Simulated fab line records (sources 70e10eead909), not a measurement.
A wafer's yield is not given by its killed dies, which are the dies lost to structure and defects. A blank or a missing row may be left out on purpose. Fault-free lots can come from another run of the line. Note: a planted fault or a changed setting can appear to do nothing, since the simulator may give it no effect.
fab line records	flow nand_harc
record lots=24	wafers=72	last_day=33
route steps=1302 shown A_CONTACT@1101 A_BLC@1125 A_M0@1151
lots that met no fault: taken from a fault-free run of the same line
start_h: the number of hours between the record's first day and the start of the first shown wafer of the lot	wait_h: hours from the lot's prior step to this one	" the same as in the row above	L1.1+2: a row that stands for several wafers	- value missing, or start not given	* or withheld: withheld	< > ~ a bound
route shown NAME@n: NAME is a module with steps in the file, n the number in the route of the first one	usual: average and standard deviation across the fault-free wafers	same: alike in all rows	chamber/n: place in a boat	sites: per-site readings	_std_site: the standard deviation of these	_edge_site: outer sites' mean less inner sites'	radius_mm: for every site, how far away it sits from the centre of the wafer	mask NAME#n: copy n	behind: tool/chamber where the wafer was last shaped	hold: why the lot went on hold/how many hours it stayed there/how the hold came to an end	device: names the non-switching transistor (n, p or np)	end of line: the same wafers' tests at the end of the route	a step without rows: its recipe alone	killed: not the wafer's yield, but the dies lost to structure and defects at the first sort	map: shows each die of a wafer: x if killed, . if not, _ if none is there
set.NAME: setting as actually run; set.NAME@STEP: the setting as run at that earlier step	model.NAME: the simulator's own value behind a step, which no gauge read
one table for each step of the route and one row for each wafer, over a sample of lots
services: the hour from which a tool's chamber was out of use, counted from the record's first day as start_h (under 0 if before that day), plus the number of hours and why
## steps
# step NHARC_A_CONTACT_ALD_18
# recipe target_thk_a=30	pulse_time_s=1	ald_cycles=150	temp_c=450	material=TiN
# usual heater_power_w=1100/94	precursor_pulse_height_rel=1.002/0.021
lot.wafer	tool	chamber	start_h	wait_h	heater_power_w	precursor_pulse_height_rel
L074.4	ald_metal-01	0	513.52	-	1110	1.005
L074.3	"	1	"	"	1053	1.026
L074.6	"	3	"	"	1146	1.002
L075.4	ald_metal-03	1	514.97	-	1188	1.010
L075.2	"	2	"	"	1045	0.987
L075.1	"	3	"	"	1160	1.012
L076.4	ald_metal-03	3	531.98	-	1147	1.017
L076.2	"	1	"	"	1203	1.006
L076.5	"	3	"	"	1131	0.997
L078.1	ald_metal-01	0	542.57	-	1095	0.996
L078.4	"	3	"	"	1166	1.004
L078.6	"	0	"	"	1120	1.045
L077.1	ald_metal-04	3	543.21	-	1042	0.982
L077.6	"	2	"	"	1004	1.003
L077.5	"	3	"	"	1032	1.001
L080.3	ald_metal-04	2	556.55	-	981	1.010
L080.6	"	0	"	"	1159	0.971
L080.5	"	1	"	"	1063	0.973
L079.4	ald_metal-01	3	557.21	-	1171	1.013
L079.2	"	0	"	"	1082	0.995
L079.6	"	2	"	"	920	0.998
L081.4	ald_metal-04	1	585.75	-	1078	1.006
L081.5	"	2	"	"	988	1.019
L081.6	"	3	"	"	1035	1.006
L083.2	ald_metal-03	0	598.47	-	1194	1.000
L083.4	"	3	"	"	1150	0.957
L083.6	"	0	"	"	1208	0.996
L082.2	ald_metal-01	1	602.11	-	1092	0.982
L082.4	"	2	"	"	926	1.053
L082.5	"	2	"	"	930	0.978
L085.3	ald_metal-01	3	612.79	-	1212	0.959
L085.6	"	3	"	"	1192	0.985
L085.4	"	2	"	"	909	0.998
L084.2	ald_metal-03	3	613.80	-	1155	1.017
L084.4	"	1	"	"	1182	0.997
L084.1	"	2	"	"	1069	1.029
L087.2	ald_metal-01	0	633.19	-	1086	0.965
L087.3	"	0	"	"	1082	0.985
L087.6	"	3	"	"	1180	0.988
L086.1	ald_metal-04	0	635.39	-	1172	1.012
L086.2	"	1	"	"	1099	0.994
L086.6	"	0	"	"	1156	0.983
L088.2	ald_metal-04	1	647.34	-	1100	0.996
L088.4	"	2	"	"	989	0.995
L088.5	"	0	"	"	1206	0.972
L089.4	ald_metal-03	1	648.57	-	1197	0.991
L089.3	"	2	"	"	1066	1.005
L089.5	"	0	"	"	1205	0.992
L090.1	ald_metal-01	2	687.12	-	921	0.996
L090.6	"	3	"	"	1208	1.028
L090.5	"	1	"	"	1098	1.066
L091.2	ald_metal-01	3	692.46	-	1163	1.019
L091.4	"	1	"	"	1083	0.996
L091.6	"	2	"	"	928	1.001
L093.2	ald_metal-04	2	698.39	-	995	0.984
L093.1	"	3	"	"	1028	0.988
L093.4	"	1	"	"	1120	1.007
L092.2	ald_metal-03	3	703.39	-	1180	1.010
L092.3	"	1	"	"	1193	0.986
L092.5	"	0	"	"	1208	1.021
L094.2	ald_metal-04	0	706.99	-	1217	1.014
L094.6	"	0	"	"	1242	1.002
L094.5	"	1	"	"	1078	1.055
L095.3	ald_metal-01	3	724.87	-	1164	0.984
L095.5	"	3	"	"	1207	0.996
L095.6	"	0	"	"	1089	0.998
L096.6	ald_metal-01	2	735.96	-	981	1.016
L096.4	"	3	"	"	1217	0.986
L096.5	"	0	"	"	1100	0.976
L097.3	ald_metal-01	2	741.53	-	994	1.021
L097.6	"	2	"	"	998	1.006
L097.5	"	3	"	"	1181	0.985
# step NHARC_A_BLC_STRIP_29
# recipe cf4_flow_sccm=150	ar_flow_sccm=0	bias_w=0	chemistry=CF4
# usual chamber_pressure_mTorr=49.99/0.045	drypump_motor_current_A=5.6/0.49	oes_product_au=1.002/0.01	rf_vpp_V=59.1/0.87	showerhead_plenum_p_Torr=1.71/0.048	throttle_valve_pct=13.284/0.0088
lot.wafer	tool	chamber	start_h	wait_h	chamber_pressure_mTorr	drypump_motor_current_A	oes_product_au	rf_hours_counter_h	rf_vpp_V	showerhead_plenum_p_Torr	throttle_valve_pct
L074.3	rie_diel-07	0	516.72	0.1	50.09	5.3	1.004	2	59.2	1.67	13.287
L074.4	"	1	"	"	50.01	6.3	0.996	1	57.7	1.69	13.282
L074.6	"	0	"	"	49.97	5.3	1.016	-	58.0	1.67	13.269
L075.1	rie_diel-13	1	518.20	0.1	50.00	4.7	0.990	16	57.6	1.83	13.304
L075.2	"	2	"	"	49.99	5.6	0.992	15	58.8	1.68	13.299
L075.4	"	0	"	"	49.99	5.6	0.993	16	59.0	1.76	13.287
L076.4	rie_diel-09	3	535.22	0.1	50.05	6.6	1.008	11	58.7	1.76	13.296
L076.2	"	0	"	"	49.98	5.7	1.005	7	60.0	1.73	13.283
L076.5	"	2	"	"	49.95	5.5	0.989	-	57.9	1.80	13.302
L078.4	rie_diel-07	1	545.85	0.1	49.95	6.3	1.002	3	59.6	1.69	13.289
L078.1	"	2	"	"	49.97	5.7	0.988	3	60.1	1.75	13.282
L078.6	"	0	"	"	49.98	5.3	1.019	-	57.6	1.67	13.274
L077.1	rie_diel-07	3	546.34	0.1	49.98	5.0	0.997	4	58.3	1.67	13.288
L077.6	"	1	"	"	50.00	6.4	1.006	-	59.7	1.69	13.287
L077.5	"	2	"	"	49.97	5.7	0.995	-	59.5	1.75	13.281
L080.3	rie_diel-07	1	559.76	0.1	49.94	6.3	0.990	4	59.2	1.69	13.286
L080.6	"	2	"	"	50.00	5.7	0.985	-	59.9	1.75	13.270
L080.5	"	3	"	"	50.01	5.0	0.987	-	58.9	1.67	13.279
L079.2	rie_diel-07	1	561.43	0.1	49.97	6.4	1.024	4	60.4	1.69	13.280
L079.4	"	2	"	"	49.95	5.7	0.990	4	58.5	1.75	13.281
L079.6	"	3	"	"	49.95	5.0	1.001	-	57.3	1.67	13.273
L081.4	rie_diel-09	1	588.91	0.1	50.08	5.7	0.998	30	58.2	1.74	13.282
L081.6	"	1	"	"	49.95	5.7	0.987	-	59.2	1.74	13.291
L081.5	"	2	"	"	49.92	5.5	0.988	-	59.1	1.79	13.281
L083.2	rie_diel-13	2	601.71	0.1	50.03	5.6	1.010	5	59.6	1.68	13.285
L083.4	"	3	"	"	49.92	5.9	0.999	5	59.4	1.68	13.286
L083.6	"	2	"	"	49.95	5.6	0.997	-	58.1	1.68	13.295
L082.2	rie_diel-07	0	605.22	0.1	50.01	5.3	1.018	8	58.9	1.67	13.277
L082.4	"	1	"	"	50.01	6.3	1.012	6	58.7	1.69	13.283
L082.5	"	0	"	"	49.94	5.4	1.014	-	58.0	1.67	13.271
L085.3	rie_diel-07	1	616.06	0.1	50.03	6.4	1.015	7	60.0	1.69	13.272
L085.4	"	0	"	"	50.02	5.3	1.024	8	59.6	1.67	13.265
L085.6	"	2	"	"	49.96	5.7	1.007	-	60.2	1.75	13.275
L084.4	rie_diel-09	3	617.05	0.1	49.98	6.6	0.987	40	59.6	1.75	13.272
L084.2	"	0	"	"	49.90	5.8	0.997	33	57.9	1.73	13.298
L084.1	"	2	"	"	49.95	5.5	1.002	40	59.4	1.79	13.272
L087.3	rie_diel-07	1	636.52	0.1	50.02	6.4	1.004	8	59.5	1.69	13.290
L087.2	"	3	"	"	50.04	5.0	1.005	9	59.2	1.67	13.284
L087.6	"	1	"	"	49.96	6.4	1.010	-	59.2	1.69	13.280
L086.2	rie_diel-07	1	638.64	0.1	49.97	6.4	1.006	8	60.0	1.69	13.284
L086.1	"	3	"	"	50.01	5.0	0.998	9	58.4	1.67	13.288
L086.6	"	1	"	"	49.95	6.4	1.009	-	58.9	1.69	13.282
L088.2	rie_diel-13	3	651.15	0.3	49.94	5.9	1.005	11	57.6	1.67	13.285
L088.4	"	1	"	"	50.03	4.7	1.011	11	59.0	1.82	13.289
L088.5	"	0	"	"	49.91	5.6	1.004	-	59.3	1.75	13.289
L089.3	rie_diel-13	0	651.77	0.1	50.03	5.6	1.010	12	58.9	1.75	13.300
L089.4	"	1	"	"	50.08	4.8	1.003	11	60.6	1.82	13.283
L089.5	"	2	"	"	50.01	5.6	0.998	-	58.6	1.68	13.288
L090.1	rie_diel-13	2	690.36	0.1	49.96	5.6	1.004	14	58.3	1.68	13.287
L090.5	"	0	"	"	50.04	5.6	1.003	-	60.6	1.75	13.278
L090.6	"	1	"	"	49.96	4.7	1.003	-	59.6	1.82	13.272
L091.4	rie_diel-13	0	695.73	0.1	50.07	5.6	1.015	15	58.7	1.75	13.283
L091.2	"	3	"	"	49.94	5.9	0.995	15	59.2	1.67	13.285
L091.6	"	0	"	"	50.01	5.6	1.012	-	59.7	1.75	13.264
L093.2	rie_diel-07	0	701.52	0.1	49.94	5.4	1.007	3	58.5	1.67	13.280
L093.1	"	1	"	"	50.01	6.3	0.995	3	58.8	1.68	13.288
L093.4	"	2	"	"	50.03	5.7	1.004	3	56.8	1.75	13.275
L092.3	rie_diel-07	3	706.65	0.1	50.00	5.0	0.994	3	58.3	1.67	13.271
L092.2	"	0	"	"	49.93	5.3	1.004	3	59.8	1.67	13.295
L092.5	"	3	"	"	50.08	4.9	0.996	-	58.0	1.66	13.286
L094.2	rie_diel-07	2	710.34	0.1	50.03	5.7	1.010	4	59.6	1.75	13.300
L094.6	"	0	"	"	50.03	5.3	1.011	-	59.6	1.67	13.291
L094.5	"	1	"	"	50.00	6.4	0.993	-	57.9	1.68	13.288
L095.3	rie_diel-13	0	728.12	0.1	49.97	5.6	1.005	1	57.9	1.75	13.294
L095.6	"	3	"	"	50.04	5.9	0.987	-	58.3	1.67	13.272
L095.5	"	0	"	"	49.93	5.6	0.995	-	60.4	1.75	13.285
L096.4	rie_diel-09	3	739.17	0.1	49.99	6.6	0.998	12	57.9	1.74	13.287
L096.6	"	1	"	"	50.02	5.7	0.987	-	61.1	1.72	13.285
L096.5	"	2	"	"	49.98	5.5	1.006	-	59.2	1.78	13.274
L097.3	rie_diel-07	1	744.81	0.1	50.02	6.4	0.998	6	60.3	1.68	13.276
L097.6	"	3	"	"	50.00	5.0	1.004	-	59.3	1.66	13.292
L097.5	"	0	"	"	49.97	5.3	1.008	-	59.2	1.67	13.275
# step NHARC_A_BLC_INSPECT_28
# usual raw_defect_count=507/100
lot.wafer	tool	chamber	start_h	wait_h	raw_defect_count
L074.3	defect_inspect-01	-	518.61	0.1	499
L074.4	"	-	"	"	432
L074.6	"	-	"	"	422
L075.1	defect_inspect-02	-	520.11	0.1	423
L075.2	"	-	"	"	446
L075.4	"	-	"	"	486
L076.2	defect_inspect-01	-	537.10	0.1	556
L076.4	"	-	"	"	619
L076.5	"	-	"	"	713
L078.1	defect_inspect-02	-	547.89	0.1	599
L078.4	"	-	"	"	468
L078.6	"	-	"	"	549
L077.1	defect_inspect-02	-	548.23	0.1	484
L077.5	"	-	"	"	383
L077.6	"	-	"	"	384
L080.3	defect_inspect-02	-	561.64	0.1	564
L080.5	"	-	"	"	643
L080.6	"	-	"	"	468
L079.2	defect_inspect-02	-	563.32	0.1	433
L079.4	"	-	"	"	347
L079.6	"	-	"	"	368
L081.4	defect_inspect-01	-	590.81	0.1	540
L081.5	"	-	"	"	621
L081.6	"	-	"	"	482
L083.2	defect_inspect-01	-	603.60	0.1	425
L083.4	"	-	"	"	472
L083.6	"	-	"	"	371
L082.2	defect_inspect-01	-	607.11	0.1	595
L082.4	"	-	"	"	434
L082.5	"	-	"	"	448
L085.3	defect_inspect-01	-	618.09	0.1	587
L085.4	"	-	"	"	522
L085.6	"	-	"	"	658
L084.1	defect_inspect-01	-	618.95	0.1	476
L084.2	"	-	"	"	523
L084.4	"	-	"	"	433
L087.2	defect_inspect-01	-	638.42	0.1	549
L087.3	"	-	"	"	390
L087.6	"	-	"	"	614
L086.1	defect_inspect-02	-	640.57	0.1	441
L086.2	"	-	"	"	353
L086.6	"	-	"	"	376
L088.2	defect_inspect-01	-	653.08	0.1	406
L088.4	"	-	"	"	518
L088.5	"	-	"	"	423
L089.3	defect_inspect-02	-	653.69	0.1	519
L089.4	"	-	"	"	648
L089.5	"	-	"	"	458
L090.1	defect_inspect-01	-	692.23	0.1	619
L090.5	"	-	"	"	608
L090.6	"	-	"	"	426
L091.2	defect_inspect-01	-	697.63	0.1	575
L091.4	"	-	"	"	534
L091.6	"	-	"	"	527
L093.1	defect_inspect-01	-	703.52	0.1	438
L093.2	"	-	"	"	747
L093.4	"	-	"	"	284
L092.2	defect_inspect-01	-	708.55	0.1	506
L092.3	"	-	"	"	569
L092.5	"	-	"	"	440
L094.2	defect_inspect-02	-	712.33	0.1	406
L094.5	"	-	"	"	532
L094.6	"	-	"	"	396
L095.3	defect_inspect-01	-	730.01	0.1	361
L095.5	"	-	"	"	546
L095.6	"	-	"	"	604
L096.4	defect_inspect-01	-	741.10	0.1	821
L096.5	"	-	"	"	409
L096.6	"	-	"	"	622
L097.3	defect_inspect-02	-	746.68	0.1	378
L097.5	"	-	"	"	451
L097.6	"	-	"	"	386
# step NHARC_A_M0_ETCH_34
# recipe target_depth_a=400	overetch_a=120	time_s=43.94	ion_energy_ev=200	n2_flow_sccm=150	h2_flow_sccm=150	ar_flow_sccm=0	rf_w=400	bias_w=150	chemistry=N2/H2
# usual chamber_pressure_mTorr=29.996/0.027	drypump_motor_current_A=5.7/0.42	oes_product_au=1.001/0.01	rf_vpp_V=429.5/2.3	showerhead_plenum_p_Torr=2.00/0.073	throttle_valve_pct=14.171/0.0092
lot.wafer	tool	chamber	start_h	wait_h	chamber_pressure_mTorr	drypump_motor_current_A	oes_product_au	rf_hours_counter_h	rf_vpp_V	showerhead_plenum_p_Torr	throttle_valve_pct
L074.3	rie_diel-01	0	519.66	0.1	29.983	6.1	1.000	8.6	430.1	2.06	14.152
L074.4	"	1	"	"	30.008	6.2	0.994	8.7	428.3	1.96	14.196
L074.6	"	3	"	"	29.984	6.0	0.987	-	429.8	2.00	14.166
L075.4	rie_diel-11	3	521.60	0.4	29.993	5.3	1.011	4.2	429.5	1.97	14.165
L075.1	"	0	"	"	30.022	6.5	0.987	4.7	434.9	2.15	14.178
L075.2	"	1	"	"	30.032	5.1	1.002	4.6	428.7	1.95	14.168
L076.4	rie_diel-11	3	538.44	0.1	29.993	5.4	1.005	5.2	427.7	1.97	14.164
L076.2	"	0	"	"	29.966	6.4	0.993	5.7	434.9	2.15	14.184
L076.5	"	2	"	"	30.009	5.8	0.992	-	425.8	1.92	14.171
L078.4	rie_diel-10	1	549.01	0.1	29.981	5.8	0.998	3.8	427.5	1.91	14.164
L078.1	"	2	"	"	30.034	5.3	0.991	4.8	431.2	2.04	14.163
L078.6	"	2	"	"	30.005	5.3	0.974	-	431.7	2.04	14.183
L077.1	rie_diel-01	2	549.29	0.1	29.976	5.6	0.993	9.9	429.0	2.01	14.160
L077.6	"	0	"	"	29.973	6.1	1.011	-	430.5	2.06	14.161
L077.5	"	1	"	"	30.048	6.2	1.007	-	427.6	1.96	14.178
L080.3	rie_diel-10	0	562.81	0.1	30.002	6.3	1.004	3.9	429.0	2.01	14.175
L080.5	"	0	"	"	29.981	6.2	1.008	-	429.1	2.01	14.168
L080.6	"	1	"	"	30.020	5.8	1.010	-	425.9	1.91	14.179
L079.4	rie_diel-11	2	564.50	0.1	30.008	5.9	0.990	5.4	426.7	1.92	14.166
L079.2	"	0	"	"	29.971	6.5	0.989	7.0	432.4	2.15	14.175
L079.6	"	3	"	"	29.981	5.4	1.004	-	428.5	1.97	14.174
L081.4	rie_diel-10	0	591.86	0.1	29.986	6.2	1.001	6.3	429.9	2.01	14.168
L081.6	"	2	"	"	30.002	5.3	0.981	-	430.8	2.04	14.156
L081.5	"	3	"	"	29.968	5.7	1.020	-	432.4	2.09	14.173
L083.2	rie_diel-01	2	604.78	0.1	29.988	5.5	0.992	1.1	430.3	2.01	14.179
L083.4	"	0	"	"	29.999	6.1	1.010	1.6	432.0	2.06	14.172
L083.6	"	3	"	"	29.983	5.9	1.018	-	429.9	2.00	14.182
L082.2	rie_diel-10	0	608.28	0.1	30.011	6.2	1.013	0.0	428.7	2.01	14.182
L082.4	"	1	"	"	29.964	5.8	1.001	0.1	427.6	1.91	14.179
L082.5	"	0	"	"	30.007	6.3	1.014	-	428.6	2.01	14.162
L085.4	rie_diel-11	2	619.26	0.1	29.999	5.8	1.002	0.0	427.6	1.92	14.177
L085.3	"	0	"	"	29.964	6.4	0.994	0.0	433.9	2.15	14.162
L085.6	"	2	"	"	29.982	5.8	0.990	-	427.4	1.92	14.157
L084.1	rie_diel-11	1	620.12	0.1	30.001	5.1	0.999	0.0	427.3	1.95	14.167
L084.4	"	2	"	"	30.019	5.9	0.991	0.1	426.2	1.92	14.163
L084.2	"	3	"	"	29.988	5.4	1.004	0.1	429.3	1.97	14.172
L087.3	rie_diel-11	2	639.97	0.1	30.043	5.8	1.000	0.8	426.8	1.92	14.169
L087.2	"	3	"	"	30.003	5.4	1.001	0.6	428.4	1.96	14.169
L087.6	"	2	"	"	30.004	5.9	0.999	-	427.5	1.92	14.166
L086.1	rie_diel-10	2	641.74	0.1	30.015	5.3	1.011	1.4	429.9	2.04	14.166
L086.2	"	0	"	"	29.997	6.2	1.021	1.6	429.5	2.01	14.176
L086.6	"	2	"	"	30.000	5.3	1.010	-	430.7	2.04	14.182
L088.2	rie_diel-01	2	654.25	0.1	30.011	5.6	0.978	4.4	432.3	2.01	14.181
L088.4	"	3	"	"	30.013	5.9	1.010	4.3	430.7	2.00	14.175
L088.5	"	2	"	"	30.002	5.6	0.984	-	428.9	2.01	14.173
L089.4	rie_diel-01	0	655.00	0.1	29.951	6.0	1.003	4.3	429.8	2.06	14.182
L089.3	"	2	"	"	29.984	5.6	0.988	4.4	430.2	2.01	14.176
L089.5	"	3	"	"	30.007	5.9	1.016	-	429.0	2.00	14.166
L090.1	rie_diel-10	2	693.43	0.1	30.022	5.3	1.009	2.5	431.6	2.04	14.180
L090.5	"	3	"	"	29.994	5.7	1.008	-	434.1	2.09	14.174
L090.6	"	0	"	"	29.990	6.2	1.007	-	427.7	2.01	14.174
L091.4	rie_diel-10	1	698.80	0.1	30.028	5.8	0.992	2.5	427.0	1.91	14.163
L091.2	"	0	"	"	29.977	6.3	1.021	3.1	429.6	2.01	14.177
L091.6	"	2	"	"	29.971	5.3	1.008	-	432.0	2.04	14.169
L093.1	rie_diel-11	1	704.90	0.1	30.018	5.1	0.989	3.8	429.0	1.95	14.187
L093.4	"	3	"	"	29.993	5.4	0.993	3.1	427.3	1.96	14.144
L093.2	"	0	"	"	30.030	6.4	0.990	3.3	435.1	2.15	14.170
L092.2	rie_diel-11	3	709.72	0.1	29.996	5.4	0.988	3.1	429.2	1.96	14.162
L092.3	"	1	"	"	29.976	5.1	0.998	3.9	427.9	1.95	14.171
L092.5	"	0	"	"	29.974	6.4	0.988	-	433.0	2.15	14.162
L094.2	rie_diel-11	0	713.40	0.1	29.930	6.4	0.989	3.6	434.6	2.15	14.174
L094.6	"	0	"	"	30.030	6.4	0.997	-	433.2	2.15	14.166
L094.5	"	1	"	"	29.986	5.1	1.000	-	429.2	1.95	14.175
L095.3	rie_diel-11	3	731.68	0.1	30.004	5.4	0.994	4.8	428.7	1.96	14.155
L095.5	"	1	"	"	30.033	5.1	0.995	-	427.0	1.95	14.180
L095.6	"	2	"	"	30.012	5.9	1.013	-	426.5	1.91	14.173
L096.4	rie_diel-11	1	742.42	0.1	30.020	5.1	0.998	6.6	428.8	1.95	14.181
L096.5	"	2	"	"	29.988	5.9	1.002	-	426.2	1.91	14.163
L096.6	"	3	"	"	29.995	5.3	0.992	-	429.0	1.96	14.163
L097.3	rie_diel-11	1	747.86	0.1	29.966	5.1	1.001	6.6	429.4	1.95	14.163
L097.6	"	3	"	"	29.983	5.3	0.997	-	428.2	1.96	14.187
L097.5	"	0	"	"	30.001	6.4	0.990	-	433.8	2.14	14.167
# step NHARC_A_M0_DEGAS_28
# recipe temp_c=250	time_s=60
# usual heater_power_w=328/30
lot.wafer	tool	chamber	start_h	wait_h	heater_power_w
L074.4	pvd_sputter-01	-	520.49	-	338
L074.3	"	-	"	"	328
L074.6	"	-	"	"	313
L075.1	pvd_sputter-02	-	522.47	-	371
L075.4	"	-	"	"	380
L075.2	"	-	"	"	344
L076.4	pvd_sputter-01	-	539.27	-	314
L076.2	"	-	"	"	336
L076.5	"	-	"	"	344
L078.4	pvd_sputter-02	-	549.85	-	363
L078.1	"	-	"	"	360
L078.6	"	-	"	"	314
L077.1	pvd_sputter-03	-	550.13	-	301
L077.6	"	-	"	"	300
L077.5	"	-	"	"	351
L080.3	pvd_sputter-02	-	563.64	-	376
L080.5	"	-	"	"	374
L080.6	"	-	"	"	347
L079.4	pvd_sputter-02	-	565.33	-	360
L079.2	"	-	"	"	318
L079.6	"	-	"	"	360
L081.4	pvd_sputter-01	-	592.68	-	289
L081.5	"	-	"	"	287
L081.6	"	-	"	"	343
L083.4	pvd_sputter-03	-	605.62	-	304
L083.2	"	-	"	"	300
L083.6	"	-	"	"	298
L082.2	pvd_sputter-02	-	609.10	-	321
L082.4	"	-	"	"	359
L082.5	"	-	"	"	366
L085.3	pvd_sputter-03	-	620.13	-	306
L085.4	"	-	"	"	301
L085.6	"	-	"	"	298
L084.2	pvd_sputter-01	-	620.95	-	362
L084.4	"	-	"	"	305
L084.1	"	-	"	"	292
L087.3	pvd_sputter-03	-	640.81	-	309
L087.2	"	-	"	"	307
L087.6	"	-	"	"	306
L086.1	pvd_sputter-01	-	642.58	-	298
L086.2	"	-	"	"	344
L086.6	"	-	"	"	305
L088.2	pvd_sputter-03	-	655.08	-	294
L088.4	"	-	"	"	350
L088.5	"	-	"	"	305
L089.3	pvd_sputter-01	-	655.84	-	306
L089.4	"	-	"	"	298
L089.5	"	-	"	"	298
L090.1	pvd_sputter-03	-	694.25	-	339
L090.6	"	-	"	"	354
L090.5	"	-	"	"	295
L091.2	pvd_sputter-02	-	699.64	-	300
L091.4	"	-	"	"	383
L091.6	"	-	"	"	358
L093.4	pvd_sputter-01	-	705.73	-	327
L093.1	"	-	"	"	301
L093.2	"	-	"	"	358
L092.3	pvd_sputter-02	-	710.56	-	364
L092.2	"	-	"	"	380
L092.5	"	-	"	"	393
L094.2	pvd_sputter-02	-	714.26	-	368
L094.6	"	-	"	"	306
L094.5	"	-	"	"	366
L095.3	pvd_sputter-01	-	732.50	-	308
L095.6	"	-	"	"	304
L095.5	"	-	"	"	325
L096.4	pvd_sputter-03	-	743.24	-	302
L096.5	"	-	"	"	306
L096.6	"	-	"	"	276
L097.3	pvd_sputter-03	-	748.70	-	381
L097.5	"	-	"	"	296
L097.6	"	-	"	"	277
# step NHARC_A_M0_PVD_20
# recipe target_thk_a=50	bias_v=168.6	power_w=15000	chamber_pressure_pa=0.12	time_s=8.06	substrate_temp_c=50	material=TaN
# usual bias_v=168.5/1.7	substrate_temp_c=50.01/0.11	throttle_valve_pct=29.9/0.76
lot.wafer	tool	chamber	start_h	wait_h	bias_v	substrate_temp_c	throttle_valve_pct
L074.3	pvd_sputter-01	-	-	-	165.1	49.94	29.9
L074.4	"	-	"	"	166.5	50.08	29.7
L074.6	"	-	"	"	169.9	50.05	30.1
L075.2	pvd_sputter-02	-	-	-	168.7	49.96	29.3
L075.4	"	-	"	"	169.5	50.00	31.3
L075.1	"	-	"	"	170.5	50.03	30.3
L076.2	pvd_sputter-01	-	-	-	169.6	49.97	29.7
L076.4	"	-	"	"	164.9	49.88	29.3
L076.5	"	-	"	"	167.3	50.04	30.5
L078.1	pvd_sputter-02	-	-	-	169.8	49.97	31.2
L078.4	"	-	"	"	169.3	49.99	30.3
L078.6	"	-	"	"	166.3	50.07	29.5
L077.1	pvd_sputter-03	-	-	-	166.9	49.87	30.0
L077.5	"	-	"	"	168.5	50.06	31.0
L077.6	"	-	"	"	169.1	50.13	28.7
L080.3	pvd_sputter-02	-	-	-	170.0	50.21	30.3
L080.5	"	-	"	"	164.8	50.13	31.0
L080.6	"	-	"	"	170.7	50.01	30.0
L079.4	pvd_sputter-02	-	-	-	166.7	49.99	31.5
L079.2	"	-	"	"	167.7	50.00	30.3
L079.6	"	-	"	"	169.2	50.16	29.3
L081.4	pvd_sputter-01	-	-	-	168.3	49.90	29.9
L081.5	"	-	"	"	167.3	50.03	30.1
L081.6	"	-	"	"	168.6	49.80	30.0
L083.2	pvd_sputter-03	-	-	-	169.4	50.03	28.8
L083.4	"	-	"	"	166.2	50.17	31.4
L083.6	"	-	"	"	169.1	49.97	30.2
L082.2	pvd_sputter-02	-	-	-	168.0	50.04	31.6
L082.4	"	-	"	"	168.5	50.17	29.3
L082.5	"	-	"	"	169.4	50.04	31.6
L085.4	pvd_sputter-03	-	-	-	168.7	49.94	29.7
L085.3	"	-	"	"	167.4	50.21	30.9
L085.6	"	-	"	"	169.9	50.10	29.2
L084.1	pvd_sputter-01	-	-	-	168.3	50.10	30.8
L084.2	"	-	"	"	170.2	50.08	29.6
L084.4	"	-	"	"	168.2	49.99	30.0
L087.2	pvd_sputter-03	-	-	-	168.0	50.12	30.9
L087.3	"	-	"	"	166.5	49.86	28.6
L087.6	"	-	"	"	166.0	50.02	31.0
L086.2	pvd_sputter-01	-	-	-	169.5	49.98	29.8
L086.1	"	-	"	"	169.4	50.16	29.9
L086.6	"	-	"	"	166.4	49.85	30.5
L088.2	pvd_sputter-03	-	-	-	165.2	50.03	29.2
L088.4	"	-	"	"	168.2	50.20	30.9
L088.5	"	-	"	"	169.0	50.00	29.1
L089.3	pvd_sputter-01	-	-	-	168.8	49.85	30.7
L089.4	"	-	"	"	165.3	50.09	29.9
L089.5	"	-	"	"	169.3	50.03	29.7
L090.1	pvd_sputter-03	-	-	-	170.3	49.95	31.1
L090.5	"	-	"	"	165.2	49.78	28.8
L090.6	"	-	"	"	166.6	50.14	29.9
L091.4	pvd_sputter-02	-	-	-	167.5	50.06	30.8
L091.2	"	-	"	"	168.6	49.92	29.9
L091.6	"	-	"	"	168.6	50.08	28.9
L093.1	pvd_sputter-01	-	-	-	169.2	50.11	29.9
L093.4	"	-	"	"	167.0	49.90	30.8
L093.2	"	-	"	"	170.0	50.11	29.6
L092.2	pvd_sputter-02	-	-	-	168.2	49.94	30.1
L092.3	"	-	"	"	170.1	49.76	29.9
L092.5	"	-	"	"	171.0	49.89	29.9
L094.2	pvd_sputter-02	-	-	-	171.6	49.93	30.0
L094.5	"	-	"	"	167.9	49.87	30.6
L094.6	"	-	"	"	173.9	50.04	30.0
L095.3	pvd_sputter-01	-	-	-	168.7	50.22	29.6
L095.6	"	-	"	"	169.2	49.86	30.7
L095.5	"	-	"	"	169.0	50.10	29.6
L096.4	pvd_sputter-03	-	-	-	171.6	50.17	29.2
L096.6	"	-	"	"	171.6	49.95	29.4
L096.5	"	-	"	"	170.3	49.88	28.0
L097.3	pvd_sputter-03	-	-	-	168.5	49.93	28.9
L097.5	"	-	"	"	169.1	50.06	28.3
L097.6	"	-	"	"	170.6	50.14	30.0
## services
tool	chamber	start_h	hours	kind
rie_diel-11	3	495.60	7.9	repair
ald_metal-01	-	526.00	10.0	pm
pvd_sputter-03	-	532.20	10.0	pm
pvd_sputter-01	-	601.29	10.0	pm
rie_diel-11	-	609.50	9.0	pm
ald_metal-01	1	611.99	24.4	repair
ald_metal-01	2	613.96	9.4	repair
ald_metal-01	2	632.39	2.9	repair
pvd_sputter-02	-	638.02	10.0	pm
rie_diel-07	-	648.20	9.0	pm
rie_diel-07	-	672.13	0.4	repair
pvd_sputter-02	-	677.03	4.9	repair
ald_metal-01	0	679.17	22.8	repair
rie_diel-07	-	682.65	4.9	repair
pvd_sputter-02	-	684.54	4.1	repair
pvd_sputter-03	-	701.98	4.9	repair
ald_metal-01	-	704.00	10.0	pm
rie_diel-11	-	705.86	1.0	repair
pvd_sputter-03	-	710.20	10.0	pm
rie_diel-07	2	713.22	3.2	repair
ald_metal-01	-	715.47	4.3	repair
ald_metal-01	1	722.96	25.8	repair
rie_diel-11	-	743.26	0.3	repair
ald_metal-01	-	748.77	0.8	repair
## key
fault none
